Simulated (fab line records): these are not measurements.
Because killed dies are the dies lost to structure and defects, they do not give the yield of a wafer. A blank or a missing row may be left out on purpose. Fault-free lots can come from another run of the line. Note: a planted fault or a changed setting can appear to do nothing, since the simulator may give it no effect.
Matching of chambers | flow nand-harc | rie-diel-01 running NHARC_A_STAIRCASE_DESCUM_312: 4 sister chambers
The step chemistry O2, time 3 s. 4 wafers are shown with their chamber, then 8 later ones without.

## WAFERS, EACH WITH ITS CHAMBER
wafer  | chamber | showerhead-plenum-p-Torr (Torr)
L087.3 | 0       | 1.99
L087.5 | 1       | 1.97
L090.6 | 3       | 1.98
L089.1 | 2       | 1.77

## WAFERS WITHOUT THEIR CHAMBER
wafer  | showerhead-plenum-p-Torr (Torr)
L089.3 | 1.98
L089.6 | 1.98
L097.2 | 1.77
L097.4 | 1.98
L097.5 | 1.77
L096.2 | 1.96
L096.5 | 1.77
L096.6 | 1.97

## EACH ONE'S CHAMBER
wafer  | from the rows above | in truth
L089.3 | 3                   | 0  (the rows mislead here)
L089.6 | 3                   | 3
L097.2 | 2                   | 2
L097.4 | 3                   | 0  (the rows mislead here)
L097.5 | 2                   | 2
L096.2 | 1                   | 1
L096.5 | 2                   | 2
L096.6 | 1                   | 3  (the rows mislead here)
Correct placement for 5 of the 8. Not placeable from these rows: 0. 3 placed wrongly.
How it was worked out, from the rows above alone: a wafer's distance from a chamber is the root of the sum, over the readings, of the square of ((its reading less the chamber's mean) divided by the reading's scatter). If the next closest chamber is less than 2 further off than the closest, the wafer can't be placed; otherwise it belongs to the closest. Each chamber's mean is taken over the wafers shown for it. The scatter (one wafer shown for each chamber): square how far every hidden wafer sits from the nearest shown wafer, average those squares and take the square root.
